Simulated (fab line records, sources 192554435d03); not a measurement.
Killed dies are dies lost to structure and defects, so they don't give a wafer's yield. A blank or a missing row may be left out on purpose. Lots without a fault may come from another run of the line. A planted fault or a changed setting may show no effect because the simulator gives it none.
Split-lot experiment | flow n5_finfet | 7 lots, 21 wafers read, on a route of 1938 steps

THE SPLIT
At N5_BEOL_M8_EXPOSE_08 (exposes mask M8), the setting dose_mj was moved away from the recipe's 68.25 on 6 of the 21 wafers read, by -2.3% to +6.9%. The other wafers ran this setting at the recipe's value.

FROM THE SPLIT TO THE READING: what the file shows between them, 12 steps
- N5_BEOL_M8_PEB_09: peb time 60 s
- N5_BEOL_M8_DEVELOP_10: develop time 30 s
- N5_BEOL_M8_HM_OPEN_17: chemistry Cl2/BCl3, target TiN, target depth 20 nm, overetch 6 nm
- N5_BEOL_M8_STRIP_19: strips in O2
- N5_BEOL_M8_CD_MEAS_18: pitch 80 nm, target cd 40 nm
- N5_BEOL_M8_COAT_63: time 60 s, resist thk 60 nm
- N5_BEOL_M8_COAT_64: time 60 s, resist thk 12 nm
- N5_BEOL_M8_STRIP_80: strips in N2/H2, time 10 s
- N5_BEOL_M8_HM_STRIP_39: strips TiN in peroxide tin strip, target depth 25 nm, time 158 s
- N5_BEOL_M8_SRD_40: time 30 s
- N5_BEOL_M8_PRECLEAN_42: cleans in residue remover, time 60 s
- N5_BEOL_M8_SRD_43: time 30 s

THE READING
cd_nm, in nm, at N5_BEOL_M8_CD_MEAS_35 (target cd 40 nm). Fault-free wafers of this fab line usually give 40.3 nm, standard deviation 0.89 nm.

wafer  | tool, chamber at the split | dose_mj as run | against the recipe | cd_nm, nm | against lot-mates on the recipe
L079.2 | arfi_scanner-01, 0         | 68.25          | recipe             | 40.5      | -
L079.4 | arfi_scanner-01, 0         | 68.25          | recipe             | 40.6      | -
L079.5 | arfi_scanner-01, 0         | 68.25          | recipe             | 40.4      | -
L081.3 | arfi_scanner-01, 0         | 68.25          | recipe             | 40.3      | -
L081.4 | arfi_scanner-01, 0         | 68.25          | recipe             | 42.0      | -
L081.5 | arfi_scanner-01, 0         | 68.25          | recipe             | 40.8      | -
L082.1 | arfi_scanner-02, 0         | 70.42          | +3.2%              | 42.1      | +0.6
L082.4 | arfi_scanner-02, 0         | 68.25          | recipe             | 41.7      | -
L082.5 | arfi_scanner-02, 0         | 68.25          | recipe             | 41.2      | -
L083.1 | arfi_scanner-01, 0         | 72.97          | +6.9%              | 44.2      | +4.7
L083.3 | arfi_scanner-01, 0         | 68.25          | recipe             | 39.5      | -
L083.5 | arfi_scanner-01, 0         | 72.97          | +6.9%              | 45.4      | +5.9
L088.2 | arfi_scanner-01, 0         | 68.25          | recipe             | 41.8      | -
L088.3 | arfi_scanner-01, 0         | 68.25          | recipe             | 41.6      | -
L088.6 | arfi_scanner-01, 0         | 68.25          | recipe             | 41.1      | -
L091.3 | arfi_scanner-02, 0         | 70.08          | +2.7%              | 40.2      | +0.7
L091.4 | arfi_scanner-02, 0         | 70.08          | +2.7%              | 42.4      | +2.9
L091.6 | arfi_scanner-02, 0         | 68.25          | recipe             | 39.5      | -
L089.4 | arfi_scanner-01, 0         | 68.25          | recipe             | 40.0      | -
L089.5 | arfi_scanner-01, 0         | 66.68          | -2.3%              | 38.7      | -1.1
L089.6 | arfi_scanner-01, 0         | 68.25          | recipe             | 39.7      | -

THE FIT
A straight line over all 21 wafers: cd_nm changes by +0.568 nm for each +1% of dose_mj; r = +0.83; the points scatter about the line by 0.89 nm.
The same after taking each lot's own level away (the mean of its wafers on the recipe; 21 wafers): +0.702 nm for each +1%; r = +0.93; scatter 0.66 nm.
On that fit, the largest move of dose_mj shifts the reading by 4.9 nm.
The lots' own levels span 39.50 to 41.50 nm, that is 2.2 times the standard deviation above.
So the lot-to-lot level changes the slope: the two fits differ.
Check: with one of the wafers moved furthest among these (+6.9%) left out of the fit, the line predicts +4.92 nm for it against its lot-mates. It came out at +4.7 nm against them.

OTHER SPLITS ON THESE WAFERS
These wafers also went through other splits before the reading. Each is held against what the fit with the lots' levels taken away leaves over:
other split on the same wafers | wafers away from the commonest value | r with cd_nm (lot level and that fit taken away)
N5_BEOL_M4_COAT_68 spin_rpm    | 8                                    | +0.53
N5_BEOL_M4_DEP_57 time_s       | 9                                    | -0.29
N5_BEOL_M6_ETCH_61 bias_w      | 8                                    | +0.19
N5_BEOL_M6_COAT_71 spin_rpm    | 6                                    | +0.17
N5_BEOL_M7_PECVD_70 temp_c     | 8                                    | +0.00
N5_BEOL_M8_PECVD_70 temp_c     | 4                                    | -0.15

THE WHOLE CHAIN: every reading that the file lists as answering this split, in the file's order
step                  | what it does                 | reading | change (the file's fit)               | r (the file's)
N5_BEOL_M8_CD_MEAS_18 | pitch 80 nm, target cd 40 nm | cd_nm   | +0.588 nm for each +1% of the setting | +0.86
N5_BEOL_M8_CD_MEAS_35 | target cd 40 nm              | cd_nm   | +0.655 nm for each +1% of the setting | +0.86

THE FILE'S OWN FIT
cd_nm changes by +0.655 nm for each +1% of dose_mj, r = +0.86.
